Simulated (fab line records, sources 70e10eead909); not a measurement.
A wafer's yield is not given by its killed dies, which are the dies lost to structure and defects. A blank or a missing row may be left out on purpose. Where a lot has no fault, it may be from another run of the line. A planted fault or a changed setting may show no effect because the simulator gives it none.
Matching of chambers + flow nandHarc + NHARC_A_STAIRCASE_DEP_325 on pecvd-01 has 3 sister chambers
The step deposits SiO2, target thk 3800 nm. 3 wafers are shown with their chamber, then 8 later ones without.

EACH WAFER AND ITS CHAMBER
| wafer  | chamber | heaterPowerW (W) |
|--------|---------|------------------|
| L084.1 | 2       | 487              |
| L088.5 | 1       | 717              |
| L092.2 | 0       | 942              |

WAFERS WHOSE CHAMBER IS MISSING
| wafer  | heaterPowerW (W) |
|--------|------------------|
| L092.3 | 843              |
| L092.6 | 770              |
| L094.1 | 882              |
| L094.2 | 485              |
| L094.3 | 693              |
| L094.4 | 441              |
| L094.5 | 676              |
| L094.6 | 769              |

WHICH CHAMBER EACH ONE RAN IN
| wafer  | from the rows above     | in truth                   |
|--------|-------------------------|----------------------------|
| L092.3 | can't be placed: 0 or 1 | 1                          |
| L092.6 | 1                       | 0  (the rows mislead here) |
| L094.1 | can't be placed: 0 or 1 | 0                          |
| L094.2 | 2                       | 2                          |
| L094.3 | 1                       | 1                          |
| L094.4 | 2                       | 2                          |
| L094.5 | 1                       | 1                          |
| L094.6 | 1                       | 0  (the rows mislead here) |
Correctly placed: 4 of 8. Not placeable from these rows: 2 (in 2, the candidates include the true chamber). Placed wrongly: 2.
How it was worked out, from the rows above alone: a wafer's distance from a chamber is the root of the sum, over the readings, of the square of ((its reading less the chamber's mean) divided by the reading's scatter). If the next closest chamber is less than 2 further off than the closest, the wafer can't be placed; otherwise it belongs to the closest. The mean given for a chamber averages the wafers shown for that chamber. The scatter (one wafer shown for each chamber): square how far every hidden wafer sits from the nearest shown wafer, average those squares and take the square root.
